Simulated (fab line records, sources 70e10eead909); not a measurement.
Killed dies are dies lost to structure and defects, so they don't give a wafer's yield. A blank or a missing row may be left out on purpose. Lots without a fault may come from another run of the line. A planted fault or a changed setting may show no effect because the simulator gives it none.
Chamber matching | flow nand_harc | NHARC_P_ZERO_WELL_DESCUM_54 on rie_diel-08: 4 sister chambers
The step chemistry O2, time 3 s. 4 wafers are shown with their chamber, then 7 later ones without.

WAFERS WITH THEIR CHAMBER
wafer  | chamber | showerhead_plenum_p_Torr (Torr)
L080.4 | 3       | 1.77
L085.1 | 0       | 1.86
L087.2 | 2       | 1.85
L087.3 | 1       | 1.94

WAFERS WITHOUT THEIR CHAMBER
wafer  | showerhead_plenum_p_Torr (Torr)
L087.5 | 1.76
L092.1 | 2.08
L092.2 | 1.94
L092.3 | 1.86
L097.2 | 1.85
L097.4 | 1.84
L097.6 | 1.93

WHICH CHAMBER EACH WENT THROUGH
wafer  | from the rows above               | in truth
L087.5 | can't be placed: 3 or 2 or 0      | 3
L092.1 | can't be placed: 1 or 0 or 2      | 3
L092.2 | can't be placed: 1 or 0 or 2      | 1
L092.3 | can't be placed: 0 or 2 or 1 or 3 | 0
L097.2 | can't be placed: 2 or 0 or 3 or 1 | 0
L097.4 | can't be placed: 2 or 0 or 3 or 1 | 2
L097.6 | can't be placed: 1 or 0 or 2      | 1
Placed correctly: 0 of 7. Can't be placed from these rows: 7 (the true chamber is among the candidates in 6). Placed wrongly: 0.
How it was worked out, from the rows above alone: a wafer's distance from a chamber is the root of the sum, over the readings, of the square of ((its reading less the chamber's mean) divided by the reading's scatter). The wafer belongs to the nearest chamber; if the next one is less than 2 further off, it can't be placed. A chamber's mean is the mean of its shown wafers. The scatter: with one shown wafer a chamber, the root of the mean of the squares of how far each hidden wafer lies from its nearest shown one.
